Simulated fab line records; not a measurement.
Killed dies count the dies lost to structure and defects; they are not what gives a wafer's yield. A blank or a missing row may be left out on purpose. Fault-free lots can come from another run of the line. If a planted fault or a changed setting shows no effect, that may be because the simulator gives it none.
Struck lot and sound lot, side by side / flow n5 finfet / 25 out of 1938 route steps
Sound: the wafers L230.2, L230.3, L230.6. The struck wafers were L234.1, L234.2, L234.5. The cause is given at the end.
Each step with rows lists, per side, the tool, then ch with its chambers, then its first start. Under that, the readings that differ: sound wafers / struck wafers / difference of the means / sigmas: that difference in standard deviations of wafers without a fault.
alike: words and numbers the same on both sides, and readings whose means are apart by under 2 such deviations; not compared: readings that were withheld, readings missing a value for some wafer, numbers with overlapping values and no deviation given by the record, and bounds like >300 which may hide the same value.
Wherever a step has rows on one side only, a row that says differs or no value, or a row with sigmas, the two part there. Numbers that don't overlap but have no deviation are shown without sigmas and don't part them. A reading missing from all wafers of one side parts the sides only when that side holds two or more wafers.

N5_BEOL_M5_CO_CAP_78: material Co, precursor CCTBA/H2, target thk 2 nm, time 102.1 s.
  sound on cvd co-01 ch 1,2, day 9 23:28; struck on cvd co-02 ch 1,2, day 10 18:32
  alike: heater power w
then, 2 steps without rows for these wafers: N5_BEOL_M5_PRE_CLEAN_55 (time 15 s); N5_BEOL_M5_DEP_56 (deposits SiCN from 3MS/NH3, target thk 8 nm, time 14 s).
N5_BEOL_M5_RS_MEAS_57: a four-point-probe measurement.
  sound: film metro-01 at day 9 23:41; struck: film metro-01 at day 10 18:44
  alike: M5_RS
N5_BEOL_M5_INSPECT_58: inspects for defects (darkfield).
  sound: defect inspect-01 at day 9 23:43; struck: defect inspect-02 at day 10 18:46
  alike: raw defect count
then, 2 steps without rows for these wafers: N5_BEOL_M6_ILD_DEP_00 (deposits SiCOH lowk from DEMS/porogen, target thk 179.75 nm, time 33.4 s); N5_BEOL_M6_CURE_74 (cures SiCOH lowk, time 240 s).
N5_BEOL_M6_THK_MEAS_01:
  sound: film metro-01 at day 10 00:20; struck: film metro-01 at day 10 19:23
  alike: M6_ILD_THK
N5_BEOL_M6_PECVD_70: deposits SiO2 from TEOS/O2, target thk 20 nm, time 22.7 s.
  sound on pecvd-04 ch 0,1, day 10 00:22; struck on pecvd-04 ch 0,1, day 10 19:25
  alike: heater power w, showerhead plenum p Torr, throttle valve pct
N5_BEOL_M6_HM_DEP_02: deposits TiN, target thk 20 nm.
  sound: pvd sputter-03 at day 10 01:25; struck: pvd sputter-01 at day 10 20:34
  alike: throttle valve pct
then, 2 steps without rows for these wafers: N5_BEOL_M6_COAT_59 (time 60 s, resist thk 100 nm); N5_BEOL_M6_COAT_60 (time 60 s, resist thk 35 nm).
N5_BEOL_M6_COAT_05: resist thk 90 nm.
  sound on litho track-01 ch 0, day 10 01:32; struck on litho track-04 ch 0, day 10 20:41
reading=spin speed rpm (rpm); sound=1500.7 1499.5 1502.6; struck=1571.7 1571.7 1572.2; difference=+70.9; sigmas=+71
reading=model.CAR-ArF_of_BEOL_M6_COAT_05.thk nm (nm); sound=90.2 90 90; struck=88.2 88.2 88; difference=-1.9; sigmas=
  alike: exhaust pa
then, 5 steps without rows for these wafers: N5_BEOL_M6_EBR_07; N5_BEOL_M6_SOFTBAKE_06 (time 60 s); N5_BEOL_M6_EXPOSE_08 (exposes mask M6); N5_BEOL_M6_PEB_09 (peb time 60 s); N5_BEOL_M6_DEVELOP_10 (develop time 30 s).
N5_BEOL_M6_CD_MEAS_11: target cd 38.5 nm.
  sound on cd sem-01 ch 0, day 10 01:55; struck on cd sem-02 ch 0, day 10 21:04
  alike: cd nm
N5_BEOL_M6_OVL_MEAS_12:
  sound on overlay-02 ch 0, day 10 01:56; struck on overlay-01 ch 0, day 10 21:05
  alike: M6_OVL
N5_BEOL_M6_INSPECT_13: inspects for defects (brightfield).
  sound: defect inspect-02 at day 10 01:58; struck: defect inspect-02 at day 10 21:07
  alike: raw defect count
N5_BEOL_M6_DESCUM_16: chemistry O2, time 7.9 s.
  sound on rie diel-02 ch 0,1,3, day 10 02:00; struck on rie diel-04 ch 0,1,3, day 10 21:08
  alike: bias power w, drypump motor current A, oes product au, rf vpp V, showerhead plenum p Torr, throttle valve pct
  not compared: rf hours counter h
N5_BEOL_M6_ETCH_61: etches SiARC in CF4, target depth 45.5 nm, time 75.8 s.
  sound on rie diel-02 ch 0,1,3, day 10 02:02; struck on rie diel-04 ch 0,1,3, day 10 21:11
reading=model.CAR-ArF_of_BEOL_M6_COAT_05.thk nm (nm); sound=51 51 50.8; struck=49 49 49; difference=-2; sigmas=
  alike: drypump motor current A, etch rf on time s, mfc ar sccm, oes product au, rf vpp V, showerhead plenum p Torr, throttle valve pct
  not compared: rf hours counter h
N5_BEOL_M6_ETCH_62: etches SOC in N2/H2, target depth 110 nm, overetch 22 nm, time 165 s.
  sound on rie diel-02 ch 0,1,3, day 10 02:05; struck on rie diel-04 ch 0,1,3, day 10 21:14
  alike: drypump motor current A, h2 flow sccm, oes product au, rf vpp V, showerhead plenum p Torr, throttle valve pct
  not compared: rf hours counter h
-- a jump in the record: the struck wafers' starts before and after are 4 days apart (it breaks off in module BEOL_M6 and resumes in module PASSIVATION, where the first step shown is number 1936 of the route) --
N5_PASSIVATION_PROBE_49:
  record: rows for the struck wafers here (prober-02, day 15 01:43), none for the sound ones

## WHERE THEY PART
Last at N5_PASSIVATION_PROBE_49 as far as this record goes, first at N5_BEOL_M6_COAT_05.

WHY: whatever the simulator had introduced
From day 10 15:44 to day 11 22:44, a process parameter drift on litho track-04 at N5_BEOL_M6_COAT_05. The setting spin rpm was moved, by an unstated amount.
